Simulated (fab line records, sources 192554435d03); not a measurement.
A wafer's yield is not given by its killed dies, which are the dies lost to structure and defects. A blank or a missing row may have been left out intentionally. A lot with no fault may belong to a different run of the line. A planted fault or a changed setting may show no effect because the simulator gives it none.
Chamber matching | flow n5_finfet | 4 sister chambers for N5_PMOS_HMC_CHANNEL_EPI_CMP_21 on cmp-01
The step polishes SiGe30, target thk 54 nm. 4 wafers are shown with their chamber, then 9 later ones without.

== WAFERS, EACH WITH ITS CHAMBER ==
wafer  | chamber | motor_current_A (A)
L079.1 | 1       | 12.0
L083.6 | 0       | 11.2
L084.3 | 2       | 12.1
L084.6 | 3       | 11.6

== WAFERS WITHOUT THEIR CHAMBER ==
wafer  | motor_current_A (A)
L087.3 | 11.9
L087.4 | 11.6
L087.5 | 11.8
L089.1 | 12.1
L089.2 | 11.1
L089.6 | 11.5
L092.1 | 11.4
L092.2 | 12.1
L092.5 | 10.3

== THE CHAMBER EACH PASSED THROUGH ==
wafer  | from the rows above               | in truth
L087.3 | can't be placed: 1 or 2 or 3 or 0 | 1
L087.4 | can't be placed: 3 or 0 or 1 or 2 | 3
L087.5 | can't be placed: 1 or 3 or 2 or 0 | 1
L089.1 | can't be placed: 2 or 1 or 3      | 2
L089.2 | can't be placed: 0 or 3           | 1
L089.6 | can't be placed: 3 or 0 or 1 or 2 | 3
L092.1 | can't be placed: 3 or 0 or 1 or 2 | 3
L092.2 | can't be placed: 2 or 1 or 3      | 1
L092.5 | can't be placed: 0 or 3           | 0
Correctly placed: 0 of 9. These rows do not allow placing 9 (true chamber among the candidates in 8). Number placed wrongly: 0.
How it was worked out, from the rows above alone: a wafer's distance from a chamber is the root of the sum, over the readings, of the square of ((its reading less the chamber's mean) divided by the reading's scatter). If the next closest chamber is less than 2 further off than the closest, the wafer can't be placed; otherwise it belongs to the closest. For every chamber, the mean is computed from those of its wafers that are shown. The scatter (one wafer shown for each chamber): square how far every hidden wafer sits from the nearest shown wafer, average those squares and take the square root.
